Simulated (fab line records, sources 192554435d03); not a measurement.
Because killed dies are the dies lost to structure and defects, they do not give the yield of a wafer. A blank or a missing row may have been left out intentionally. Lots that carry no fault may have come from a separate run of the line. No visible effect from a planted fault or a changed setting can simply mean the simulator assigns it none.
fab line records	flow n5Finfet
record lots=10	wafers=27	lastDay=18
route steps=1938 shown BEOL_M1@823 BEOL_M4@1111 PASSIVATION@1936
lots with no fault: from the same line, run without faults
startH: the number of hours between the record's first day and the start of the first shown wafer of the lot	waitH: how many hours have passed since the lot's step before this one	" same as the row above	L1.1+2: a single row standing in for several wafers	- no value present, or no start provided	* or withheld: withheld	< > ~ a bound
route shown NAME@n: NAME is a module with steps in the file, n the number in the route of the first one	usual: mean and standard deviation over wafers with no fault	same: alike in all rows	chamber/n: place in a boat	sites: readings site by site	_std_site: how widely they spread, as a standard deviation	_edge_site: mean of outer sites minus mean of inner sites	radiusMm: for every site, how far away it sits from the centre of the wafer	mask NAME#n: copy n	behind: the last tool/chamber to shape the wafer	hold: what put the lot on hold/how long, in hours/how the hold closed	device: names the non-switching transistor (n, p or np)	end of line: tests of these same wafers at the route's end	where a step has no rows: the recipe by itself	killed: count of dies lost to structure and defects at first sort (not the wafer's yield)	map: the dies of a wafer, with x for killed, . for not killed, _ for no die there
set.NAME: the setting as run; set.NAME@STEP: as run at that earlier step	model.NAME: the simulator's own value behind a step, which no gauge read
the route's steps for a sample of lots (tables are steps, rows are wafers)
services: the hour from which a tool's chamber was out of use, counted from the record's first day as startH (under 0 if before that day), plus the number of hours and why
## steps
# step N5_BEOL_M1_ANNEAL_89
# recipe tempC=400	timeS=240	ambient=vacuum
# usual heaterPowerW=834/82
lot.wafer	tool	chamber	startH	waitH	heaterPowerW
L641.1	pvdSputter-01	-	135.21	0.0	948
L641.2	"	-	"	"	799
L641.3	"	-	"	"	789
L643.1	pvdSputter-01	-	153.14	0.0	761
L643.3	"	-	"	"	740
L643.4	"	-	"	"	953
L647.3	pvdSputter-02	-	177.43	0.0	876
L647.4	"	-	"	"	908
L650.1	pvdSputter-02	-	190.74	0.0	803
L650.2	"	-	"	"	849
L650.6	"	-	"	"	856
L649.3	pvdSputter-03	-	194.97	0.0	613
L649.5	"	-	"	"	822
L651.3	pvdSputter-02	-	207.78	0.0	885
L651.4	"	-	"	"	804
L651.5	"	-	"	"	901
L652.3	pvdSputter-03	-	210.11	0.0	638
L652.4	"	-	"	"	1032
L652.5	"	-	"	"	823
L653.1	pvdSputter-01	-	216.35	0.0	739
L653.2	"	-	"	"	776
L653.5	"	-	"	"	801
L661.1	pvdSputter-02	-	286.88	0.0	794
L661.3	"	-	"	"	888
L662.2	pvdSputter-01	-	290.17	0.0	787
L662.4	"	-	"	"	754
L662.5	"	-	"	"	736
# step N5_BEOL_M1_SPUTTER_90
# recipe material=Cu	targetThkA=45	tempC=-20	chamberPressurePa=0.07	powerW=withheld	timeS=8.29
# usual throttleValvePct=29.6/1
lot.wafer	tool	chamber	startH	waitH	throttleValvePct
L641.1	pvdSputter-01	-	135.35	0.1	29.0
L641.2	"	-	"	"	28.8
L641.3	"	-	"	"	29.7
L643.1	pvdSputter-01	-	153.28	0.1	29.9
L643.3	"	-	"	"	29.1
L643.4	"	-	"	"	29.1
L647.3	pvdSputter-02	-	177.57	0.1	29.8
L647.4	"	-	"	"	29.0
L650.1	pvdSputter-02	-	190.88	0.1	32.3
L650.2	"	-	"	"	30.1
L650.6	"	-	"	"	30.3
L649.3	pvdSputter-03	-	195.11	0.1	28.5
L649.5	"	-	"	"	29.6
L651.3	pvdSputter-02	-	207.92	0.1	28.8
L651.4	"	-	"	"	29.8
L651.5	"	-	"	"	29.0
L652.3	pvdSputter-03	-	210.25	0.1	28.2
L652.4	"	-	"	"	28.9
L652.5	"	-	"	"	29.2
L653.1	pvdSputter-01	-	216.49	0.1	28.8
L653.2	"	-	"	"	29.5
L653.5	"	-	"	"	28.6
L661.1	pvdSputter-02	-	287.02	0.1	30.0
L661.3	"	-	"	"	28.9
L662.2	pvdSputter-01	-	290.32	0.1	28.6
L662.4	"	-	"	"	29.1
L662.5	"	-	"	"	28.8
# step N5_BEOL_M1_SPUTTER_94
# recipe material=Cu	targetThkA=45	tempC=-20	chamberPressurePa=0.07	powerW=withheld	timeS=8.29
# usual throttleValvePct=29.6/0.97
lot.wafer	tool	chamber	startH	waitH	throttleValvePct
L641.1	pvdSputter-01	-	135.79	0.1	29.1
L641.2	"	-	"	"	28.7
L641.3	"	-	"	"	29.6
L643.1	pvdSputter-01	-	153.72	0.1	29.8
L643.3	"	-	"	"	28.9
L643.4	"	-	"	"	29.0
L647.3	pvdSputter-02	-	178.01	0.1	30.0
L647.4	"	-	"	"	28.9
L650.1	pvdSputter-02	-	191.32	0.1	32.0
L650.2	"	-	"	"	30.2
L650.6	"	-	"	"	30.0
L649.3	pvdSputter-03	-	195.55	0.1	28.7
L649.5	"	-	"	"	29.5
L651.3	pvdSputter-02	-	208.36	0.1	29.2
L651.4	"	-	"	"	29.9
L651.5	"	-	"	"	29.0
L652.3	pvdSputter-03	-	210.69	0.1	28.5
L652.4	"	-	"	"	28.7
L652.5	"	-	"	"	29.4
L653.1	pvdSputter-01	-	216.93	0.1	28.8
L653.2	"	-	"	"	29.7
L653.5	"	-	"	"	28.6
L661.1	pvdSputter-02	-	287.46	0.1	30.1
L661.3	"	-	"	"	28.8
L662.2	pvdSputter-01	-	290.79	0.1	28.6
L662.4	"	-	"	"	28.6
L662.5	"	-	"	"	29.0
# step N5_BEOL_M1_CMP_52
# recipe stopOn=SiOC	tOverpolishS=6.8	downForcePsi=1	platenRpm=50	clearingPlatenDownForcePsi=1.5	clearingPlatenRpm=50	postCmpClean=cuAlkaline	targetThkNm=40	clearingPlatenPadVelocityMS=0.99484	padVelocityMS=0.99484
# usual barrierFieldEndpointS=25.1/0.84	motorCurrentA=6.3/0.8	overpolishRunS=6.801/0.0091	retainingRingPressureFrac=1.000/0.0047	timeToEndpointS=63/4.1
lot.wafer	tool	chamber	startH	waitH	barrierFieldEndpointS	motorCurrentA	overpolishRunS	retainingRingPressureFrac	timeToEndpointS
L641.2	cmp-02	0	136.67	0.2	25.6	6.3	6.802	0.998	61
L641.3	"	2	"	"	25.5	4.6	6.777	1.006	64
L641.1	"	3	"	"	25.1	6.4	6.817	1.002	61
L643.1	cmp-02	1	154.43	0.3	26.3	6.5	6.799	1.001	71
L643.4	"	2	"	"	25.8	4.8	6.799	0.995	64
L643.3	"	0	"	"	26.3	6.3	6.814	1.004	64
L647.4	cmp-03	2	180.41	1.8	24.3	6.0	6.813	1.004	54
L647.3	"	3	"	"	25.4	5.2	6.788	0.994	64
L650.2	cmp-02	3	193.65	1.8	24.5	6.2	6.807	1.002	62
L650.1	"	1	"	"	26.0	6.9	6.804	0.999	69
L650.6	"	3	"	"	24.7	6.2	6.791	1.004	62
L649.3	cmp-02	1	196.38	0.3	25.8	6.2	6.803	1.003	67
L649.5	"	2	"	"	24.9	4.7	6.794	1.002	63
L651.4	cmp-02	1	209.79	0.2	41.4	6.5	0.039	0.996	81
L651.3	"	3	"	"	41.4	5.8	0.034	0.997	80
L651.5	"	1	"	"	41.4	6.6	0.039	1.007	81
L652.4	cmp-01	3	211.40	0.1	24.6	7.9	6.799	1.003	63
L652.3	"	1	"	"	25.1	6.4	6.793	1.005	59
L652.5	"	0	"	"	24.9	6.7	6.810	1.011	60
L653.2	cmp-02	1	217.66	0.2	41.4	6.7	0.052	0.998	80
L653.1	"	2	"	"	41.3	5.2	0.042	0.999	81
L653.5	"	2	"	"	41.4	4.7	0.035	1.009	81
L661.1	cmp-01	0	288.17	0.3	24.3	6.5	6.802	1.004	59
L661.3	"	3	"	"	24.4	7.6	6.817	1.009	60
L662.4	cmp-02	3	291.50	0.1	24.0	6.3	6.806	1.007	57
L662.2	"	1	"	"	24.4	6.5	6.816	1.007	63
L662.5	"	0	"	"	23.8	6.4	6.801	1.007	58
# step N5_BEOL_M1_THK_MEAS_53
# recipe thkMeasGauge=xrf	reads=Cu_of_BEOL_M1_ECD_50
# usual M1_THK=39.8/1.9
lot.wafer	tool	chamber	startH	waitH	M1_THK[nm]
L641.1	filmMetro-02	-	136.97	-	36.7
L641.2	"	-	"	"	38.5
L641.3	"	-	"	"	39.2
L643.1	filmMetro-02	-	154.73	-	41.0
L643.3	"	-	"	"	38.6
L643.4	"	-	"	"	41.5
L647.3	filmMetro-01	-	180.63	-	40.6
L647.4	"	-	"	"	37.7
L650.1	filmMetro-01	-	193.94	-	41.3
L650.2	"	-	"	"	39.6
L650.6	"	-	"	"	38.2
L649.3	filmMetro-02	-	196.56	-	39.8
L649.5	"	-	"	"	40.1
L651.3	filmMetro-01	-	210.05	-	140.1
L651.4	"	-	"	"	147.9
L651.5	"	-	"	"	148.0
L652.3	filmMetro-02	-	211.70	-	38.9
L652.4	"	-	"	"	39.2
L652.5	"	-	"	"	40.8
L653.1	filmMetro-02	-	217.95	-	148.8
L653.2	"	-	"	"	150.4
L653.5	"	-	"	"	153.4
L661.1	filmMetro-02	-	288.46	-	38.1
L661.3	"	-	"	"	41.6
L662.2	filmMetro-01	-	291.80	-	39.5
L662.4	"	-	"	"	38.9
L662.5	"	-	"	"	36.0
# step N5_BEOL_M1_INSPECT_59
# recipe inspectInstrument=darkfield	mode=postDep
# usual rawDefectCount=67/22
lot.wafer	tool	chamber	startH	waitH	rawDefectCount
L641.1	defectInspect-02	-	137.25	0.0	89
L641.2	"	-	"	"	74
L641.3	"	-	"	"	47
L643.1	defectInspect-01	-	155.01	0.0	82
L643.3	"	-	"	"	101
L643.4	"	-	"	"	88
L647.3	defectInspect-01	-	181.15	0.0	50
L647.4	"	-	"	"	78
L650.1	defectInspect-02	-	194.49	0.0	105
L650.2	"	-	"	"	138
L650.6	"	-	"	"	77
L649.3	defectInspect-02	-	197.27	0.0	41
L649.5	"	-	"	"	39
L651.3	defectInspect-02	-	210.42	0.0	1568
L651.4	"	-	"	"	1555
L651.5	"	-	"	"	1526
L652.3	defectInspect-02	-	212.23	0.0	94
L652.4	"	-	"	"	55
L652.5	"	-	"	"	68
L653.1	defectInspect-01	-	218.29	0.0	1550
L653.2	"	-	"	"	1501
L653.5	"	-	"	"	1525
L661.1	defectInspect-02	-	288.75	0.0	79
L661.3	"	-	"	"	68
L662.2	defectInspect-02	-	292.08	0.0	50
L662.4	"	-	"	"	51
L662.5	"	-	"	"	50
# step N5_BEOL_M4_RC_MEAS_101
# usual DIBL_N=36.2/2.2	DIBL_P=36.5/3	IOFF_N=0.16/0.039	IOFF_P=0.22/0.047	ION_N=675/15	ION_P=463/10	SS_N=71.6/0.71	SS_P=73.4/0.94	VT_N=250/3.6	VT_P=-250/3.9
lot.wafer	tool	chamber	startH	waitH	DIBL_N[mV/V]	DIBL_P[mV/V]	IOFF_N[nA/um]	IOFF_P[nA/um]	ION_N[uA/um]	ION_P[uA/um]	SS_N[mV/dec]	SS_P[mV/dec]	VT_N[mV]	VT_P[mV]
L641.1	prober-02	0	169.20	0.0	35.0	34.9	0.13	0.22	644	451	71.5	73.5	255	-250
L641.2	"	0	"	"	34.3	32.9	0.11	0.16	654	455	70.7	72.8	255	-253
L641.3	"	0	"	"	33.8	33.2	0.13	0.18	670	464	70.5	73.0	250	-250
L643.1	prober-02	0	194.60	0.0	35.1	35.7	0.14	0.18	664	451	71.3	73.3	253	-254
L643.3	"	0	"	"	35.4	37.1	0.15	0.21	678	468	71.5	73.0	250	-250
L643.4	"	0	"	"	32.2	32.7	0.10	0.16	650	450	70.5	72.2	257	-253
L647.3	prober-02	0	218.42	0.3	29.9	28.0	0.08	0.10	634	431	70.5	71.9	259	-261
L647.4	"	0	"	"	35.6	35.0	0.17	0.17	681	455	71.5	72.6	247	-256
L649.3	prober-02	0	227.28	0.3	37.8	41.4	0.19	0.29	672	471	72.0	73.6	249	-245
L649.5	"	0	"	"	32.0	33.5	0.10	0.17	647	454	69.9	72.1	255	-251
L650.1	prober-02	0	230.48	0.0	35.6	36.8	0.15	0.21	663	463	71.8	73.6	252	-248
L650.2	"	0	"	"	35.6	36.7	0.15	0.20	690	473	71.2	73.7	251	-251
L650.6	"	0	"	"	33.2	34.3	0.12	0.18	657	454	70.3	73.6	255	-251
L652.3	prober-02	0	256.66	0.3	35.9	35.5	0.14	0.19	686	468	71.3	72.7	249	-251
L652.4	"	0	"	"	41.9	41.5	0.26	0.29	690	470	73.5	74.6	243	-248
L652.5	"	0	"	"	36.9	35.8	0.15	0.19	685	461	71.1	73.0	253	-253
L661.1	prober-02	0	317.23	0.0	42.3	42.9	0.26	0.34	684	467	72.5	76.7	247	-246
L661.3	"	0	"	"	34.6	33.3	0.12	0.16	661	457	70.7	73.3	254	-255
L662.2	prober-01	0	321.09	0.2	34.2	36.4	0.15	0.21	678	460	71.5	74.1	248	-249
L662.4	"	0	"	"	36.0	37.1	0.18	0.22	682	462	71.9	73.2	246	-250
L662.5	"	0	"	"	32.6	33.2	0.12	0.17	665	457	71.3	72.6	251	-254
# step N5_PASSIVATION_PROBE_49
# usual defectLimitedYield=91.5/1.5	killed_at_M0_to_M3=32/10	killed_at_M4_up=13/4.9	killedAtContacts=13/6.1	killedAtFrontEnd=38/11	killedAtOther=3/3.2	killedDies=101/18	killedOnRim=13/4.4	killedOpen=66/13	killedShort=32/8.3	sort_bin_5_function=5.0/1	sort_bin_6_memory=3.2/0.74	sort_bin_8_speed=0.1/1.1	sortNPass=1078/22	sortYieldPct=91.3/1.9
# same grossDies=1180	killedAtBackSide=0	sort_bin_4_leakage[%]=0
lot.wafer	tool	chamber	startH	waitH	defectLimitedYield[%]	killed_at_M0_to_M3	killed_at_M4_up	killedAtContacts	killedAtFrontEnd	killedAtOther	killedDies	killedOnRim	killedOpen	killedShort	sort_bin_5_function[%]	sort_bin_6_memory[%]	sort_bin_8_speed[%]	sortNPass	sortYieldPct[%]
L643.1	prober-01	-	300.42	0.0	91.4	28	19	9	43	2	101	16	75	23	5.1	3.4	0	1079	91.4
L643.3	prober-01	-	300.52	0.1	91.8	50	10	12	23	2	97	17	67	29	3.9	4.0	0	1083	91.8
L643.4	prober-01	-	300.57	0.2	88.2	35	25	12	63	4	139	17	92	45	6.8	4.5	0	1041	88.2
L647.3	prober-02	-	329.51	0.1	91.9	35	11	13	36	1	96	14	52	36	4.6	3.6	12.7	934	79.2
L647.4	prober-02	-	329.56	0.2	92.7	22	17	8	39	0	86	10	54	29	4.3	2.5	0	1094	92.7
L650.1	prober-01	-	335.35	0.0	92.7	23	12	12	35	4	86	9	54	30	4.5	2.6	0	1094	92.7
L650.2	prober-01	-	335.40	0.1	92.0	20	16	22	24	12	94	11	70	22	4.8	2.8	0	1086	92.0
L650.6	prober-01	-	335.60	0.3	91.5	39	4	16	36	5	100	11	62	37	4.3	3.7	0	1080	91.5
L649.3	prober-02	-	335.45	0.1	90.3	32	7	8	64	4	115	14	73	40	6.4	2.6	0	1065	90.3
L649.5	prober-02	-	335.55	0.2	91.1	32	9	6	54	4	105	20	68	36	5.4	3.1	0	1075	91.1
L651.3	prober-02	-	352.82	0.1	0	1105	13	24	32	6	1180	152	72	32	5.3	3.3	0	0	0
L651.4	prober-02	-	352.87	0.2	0	1099	21	19	38	3	1180	152	73	34	5.0	3.7	0	0	0
L651.5	prober-02	-	352.92	0.2	0	1096	9	14	55	6	1180	152	90	32	6.3	3.9	0	0	0
L653.1	prober-01	-	356.65	0.0	0	1108	13	22	32	5	1180	152	72	26	5.4	2.8	0	0	0
L653.2	prober-01	-	356.70	0.1	0	1113	11	27	29	0	1180	152	66	23	4.2	3.1	0	0	0
L653.5	prober-01	-	356.85	0.2	0	1102	21	16	35	6	1180	152	66	41	4.7	4.2	0	0	0
L652.3	prober-02	-	361.25	0.1	91.3	31	13	24	30	5	103	12	76	26	5.3	2.7	0	1077	91.3
L652.4	prober-02	-	361.30	0.2	90.6	53	16	15	24	3	111	15	72	38	5.0	4.2	0	1069	90.6
L652.5	prober-02	-	361.35	0.2	91.4	45	15	14	24	3	101	17	69	29	5.1	3.4	0	1079	91.4
# killed by level:class
L643.1 STI_FIN_REVEAL:geometricParticle:open=18 MOL_CONTACT_COAG:geometricParticle:open=7 BEOL_M2:geometricParticle:open=7 BEOL_M3:geometricParticle:open=7 STARTING-WAFER:geometricParticle:open=6 STI_FIN_REVEAL:geometricParticle:short=5 BEOL_M5:geometricParticle:open=5 BEOL_M1:geometricParticle:open=5
L643.3 BEOL_M3:geometricParticle:open=16 MOL_CONTACT_COAG:geometricParticle:open=10 BEOL_M1:geometricParticle:open=7 BEOL_M3:geometricParticle:short=7 FIN_SAQP:geometricParticle:short=6 BEOL_M0_SAQP:geometricParticle:open=6 BEOL_M2:geometricParticle:open=5 BEOL_M4:geometricParticle:open=5
L643.4 STI_FIN_REVEAL:geometricParticle:open=15 FIN_SAQP:geometricParticle:short=13 BEOL_M3:geometricParticle:open=11 MOL_CONTACT_COAG:geometricParticle:open=10 BEOL_M1:geometricParticle:open=9 FIN_SAQP:geometricParticle:open=8 BEOL_M0_SAQP:geometricParticle:short=8 BEOL_M4:geometricParticle:open=8
L647.3 MOL_CONTACT_COAG:geometricParticle:open=9 BEOL_M0_SAQP:geometricParticle:short=9 FIN_SAQP:geometricParticle:short=7 BEOL_M2:geometricParticle:open=7 DUMMY_GATE:geometricParticle:open=6 BEOL_M0_SAQP:geometricParticle:open=6 BEOL_M1:geometricParticle:open=6 BEOL_M4:geometricParticle:open=5
L647.4 FIN_SAQP:geometricParticle:short=10 BEOL_M4:geometricParticle:open=9 STI_FIN_REVEAL:geometricParticle:open=7 BEOL_M2:geometricParticle:open=7 FIN_SAQP:geometricParticle:open=6 DUMMY_GATE:geometricParticle:open=5 BEOL_M3:geometricParticle:open=5 MOL_CONTACT_COAG:geometricParticle:short=4
L650.1 MOL_CONTACT_COAG:geometricParticle:open=11 FIN_SAQP:geometricParticle:short=7 STI_FIN_REVEAL:geometricParticle:open=7 GATE_CUT:geometricParticle:short=7 BEOL_M3:geometricParticle:open=7 DUMMY_GATE:geometricParticle:open=4 GATE_CUT:geometricParticle:open=4 BEOL_M0_SAQP:geometricParticle:open=4
L650.2 MOL_CONTACT_COAG:geometricParticle:open=19 DUMMY_GATE:geometricParticle:open=8 BEOL_M4:geometricParticle:open=8 BEOL_M1:geometricParticle:open=6 PAD_METAL:geometricParticle:short=5 BEOL_M0_SAQP:geometricParticle:short=4 STARTING-WAFER:geometricParticle:open=4 BEOL_M0_SAQP:geometricParticle:open=3
L649.3 FIN_SAQP:geometricParticle:short=14 FIN_SAQP:geometricParticle:open=13 GATE_CUT:geometricParticle:open=8 GATE_CUT:geometricParticle:short=7 BEOL_M0_SAQP:geometricParticle:open=6 BEOL_M1:geometricParticle:open=6 BEOL_M2:geometricParticle:open=6 STI_FIN_REVEAL:geometricParticle:open=5
L649.5 FIN_SAQP:geometricParticle:open=17 FIN_SAQP:geometricParticle:short=12 BEOL_M0_SAQP:geometricParticle:open=11 GATE_CUT:geometricParticle:short=7 BEOL_M0_SAQP:geometricParticle:short=6 BEOL_M1:geometricParticle:open=6 GATE_CUT:geometricParticle:open=4 MOL_CONTACT_COAG:geometricParticle:open=4
L650.6 STI_FIN_REVEAL:geometricParticle:open=12 BEOL_M0_SAQP:geometricParticle:short=12 MOL_CONTACT_COAG:geometricParticle:open=9 FIN_SAQP:geometricParticle:short=7 MOL_CONTACT_COAG:geometricParticle:short=7 BEOL_M0_SAQP:geometricParticle:open=7 BEOL_M3:geometricParticle:open=5 DUMMY_GATE:geometricParticle:open=4
L651.3 BEOL_M1:areaCmp=1075 MOL_CONTACT_COAG:geometricParticle:open=17 BEOL_M1:geometricParticle:open=10 MOL_CONTACT_COAG:geometricParticle:short=7 FIN_SAQP:geometricParticle:open=6 BEOL_M4:geometricParticle:open=6 BEOL_M2:geometricParticle:open=5 STI_FIN_REVEAL:geometricParticle:open=4
L651.4 BEOL_M1:areaCmp=1073 MOL_CONTACT_COAG:geometricParticle:open=17 GATE_CUT:geometricParticle:short=8 BEOL_M3:geometricParticle:open=8 FIN_SAQP:geometricParticle:open=6 BEOL_M4:geometricParticle:open=6 BEOL_M0_SAQP:geometricParticle:open=5 BEOL_M5:geometricParticle:open=4
L651.5 BEOL_M1:areaCmp=1056 STI_FIN_REVEAL:geometricParticle:open=17 MOL_CONTACT_COAG:geometricParticle:open=13 BEOL_M2:geometricParticle:open=10 BEOL_M3:geometricParticle:open=9 DUMMY_GATE:geometricParticle:open=7 ILD0:geometricParticle:short=6 BEOL_M1:geometricParticle:open=6
L653.1 BEOL_M1:areaCmp=1080 MOL_CONTACT_COAG:geometricParticle:open=19 BEOL_M3:geometricParticle:open=14 FIN_SAQP:geometricParticle:short=11 STI_FIN_REVEAL:geometricParticle:open=7 FIN_SAQP:geometricParticle:open=5 BEOL_M0_SAQP:geometricParticle:open=4 MOL_CONTACT_COAG:geometricParticle:short=3
L653.2 BEOL_M1:areaCmp=1090 MOL_CONTACT_COAG:geometricParticle:open=23 BEOL_M3:geometricParticle:open=7 FIN_SAQP:geometricParticle:short=6 FIN_SAQP:geometricParticle:open=6 STI_FIN_REVEAL:geometricParticle:short=5 BEOL_M0_SAQP:geometricParticle:open=5 MOL_CONTACT_COAG:geometricParticle:short=4
L653.5 BEOL_M1:areaCmp=1072 MOL_CONTACT_COAG:geometricParticle:open=14 BEOL_M3:geometricParticle:open=11 BEOL_M4:geometricParticle:open=8 STARTING-WAFER:geometricParticle:short=7 FIN_SAQP:geometricParticle:open=6 BEOL_M0_SAQP:geometricParticle:short=6 STI_FIN_REVEAL:geometricParticle:open=5
L652.3 MOL_CONTACT_COAG:geometricParticle:open=18 STI_FIN_REVEAL:geometricParticle:open=14 BEOL_M0_SAQP:geometricParticle:open=8 BEOL_M4:geometricParticle:open=8 BEOL_M0_SAQP:geometricParticle:short=7 MOL_CONTACT_COAG:geometricParticle:short=6 FIN_SAQP:geometricParticle:open=5 BEOL_M0:geometricParticle:open=4
L652.4 BEOL_M0_SAQP:geometricParticle:open=21 BEOL_M0_SAQP:geometricParticle:short=17 MOL_CONTACT_COAG:geometricParticle:open=12 BEOL_M5:geometricParticle:open=7 BEOL_M1:geometricParticle:open=5 STARTING-WAFER:geometricParticle:short=5 BEOL_M4:geometricParticle:open=4 STARTING-WAFER:geometricParticle:open=4
L652.5 MOL_CONTACT_COAG:geometricParticle:open=13 BEOL_M0_SAQP:geometricParticle:open=13 STI_FIN_REVEAL:geometricParticle:open=9 BEOL_M0_SAQP:geometricParticle:short=7 BEOL_M0:geometricParticle:open=6 BEOL_M2:geometricParticle:open=5 FIN_SAQP:geometricParticle:short=4 BEOL_M2:geometricParticle:short=4
## services
tool	chamber	startH	hours	kind
cmp-02	-	120.21	4.8	pm
pvdSputter-03	-	121.47	2.2	repair
cmp-02	-	125.63	1.4	repair
cmp-01	-	135.99	0.7	repair
cmp-02	-	152.67	0.9	repair
pvdSputter-02	-	174.82	1.6	repair
cmp-03	-	198.74	14.5	pm
cmp-01	-	214.55	4.0	pm
cmp-01	-	218.55	-	consumableReplace:conditioner
cmp-01	-	218.55	-	consumableReplace:pad
cmp-03	-	223.03	0.7	repair
cmp-02	-	239.18	8.5	repair
cmp-02	-	273.72	4.0	pm
cmp-02	-	277.72	-	consumableReplace:conditioner
cmp-02	-	277.72	-	consumableReplace:pad
## key
firstSign step=N5_BEOL_M1_CMP_52	reading=overpolishRunS	direction=down	sigmas=99+	usual=6.801	struck=0.040
effect step=N5_BEOL_M1_CMP_52	reading=barrierFieldEndpointS	direction=up	sigmas=19	usual=25.1	struck=41.4
effect step=N5_BEOL_M1_THK_MEAS_53	reading=M1_THK	direction=up	sigmas=57	usual=39.8	struck=148.1
effect step=N5_BEOL_M1_INSPECT_59	reading=rawDefectCount	direction=up	sigmas=66	usual=67	struck=1538
effect step=N5_PASSIVATION_PROBE_49	reading=killed_at_M0_to_M3	direction=up	sigmas=99+	usual=32	struck=1104
moreKillsBornAt N5_BEOL_M1_CMP_52@cmp-02=6446
metAt N5_BEOL_M1_CMP_52
struckLots L651,L653
laterRowsLeftOut L651.3,L651.4,L651.5,L653.1,L653.2,L653.5
notActingAt N5_BEOL_M1_ANNEAL_89,N5_BEOL_M1_SPUTTER_90,N5_BEOL_M1_SPUTTER_94
onsetBetween 196.38 209.79
fault kind=processParameterDrift	tool=cmp-02	chamber=-	onsetH=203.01	steps=N5_BEOL_M1_CMP_52	channel=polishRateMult	offset=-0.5	shape=step	endH=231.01
# laterRowsLeftOut: the simulator's readings of these wafers behind a module that went badly wrong aren't trusted and aren't shown, but for the sort
